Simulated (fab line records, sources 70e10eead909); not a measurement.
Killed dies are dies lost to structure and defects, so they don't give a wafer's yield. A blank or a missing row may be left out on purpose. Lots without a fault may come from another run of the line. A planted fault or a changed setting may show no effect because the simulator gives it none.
Which tool did it? | flow nand_harc | 12 lots, 36 wafers sampled, at 1 step of a route of 1159

WHAT THE GAUGES READ, wafer by wafer
NHARC_A_SLIT_CD_MEAS_21.
lot  | measured     | on        | cd_nm (nm)
L075 | day 14 13:06 | cd_sem-02 | 289.7 292.2 289.9
L077 | day 14 22:45 | cd_sem-01 | 290.0 289.0 289.5
L079 | day 15 20:34 | cd_sem-03 | 289.9 288.9 289.2
L081 | day 16 11:31 | cd_sem-01 | 290.1 289.7 288.4
L083 | day 16 19:17 | cd_sem-02 | 290.5 289.0 291.0
L085 | day 17 10:26 | cd_sem-02 | 290.0 291.2 291.9
L086 | day 17 12:14 | cd_sem-01 | 289.9 289.6 289.6
L090 | day 18 08:20 | cd_sem-03 | 292.8 291.4 290.3
L089 | day 18 11:17 | cd_sem-03 | 289.9 290.4 289.7
L093 | day 19 08:37 | cd_sem-01 | 291.0 289.8 289.5
L097 | day 19 19:41 | cd_sem-01 | 290.1 288.8 288.2
L095 | day 19 21:43 | cd_sem-03 | 290.5 290.4 290.4

WHICH TOOL RAN EACH LOT (tool, then ch and the chambers of the sampled wafers, then the start)
The record holds no process step before these readings.

THE ANSWER, worked out from the rows above alone
Rule: what is usual is taken from the lots themselves. Put in order of their means at a reading, lots are off if they are a third of the lots or fewer, leave a main group of 4 or more, and stand apart from it by a gap of 3 or more times the standard deviation of the main group's means; of several such gaps the widest counts. A main group whose means are all the same, to the digits that the tables above print for the reading, isn't used. A lot without any number at a reading at which 4 lots or more have one is off too. The other lots that the step has rows for count as sound.
No lot is off at any reading shown: from this, nothing can be told.

WHAT THE SIMULATOR HAD PUT IN
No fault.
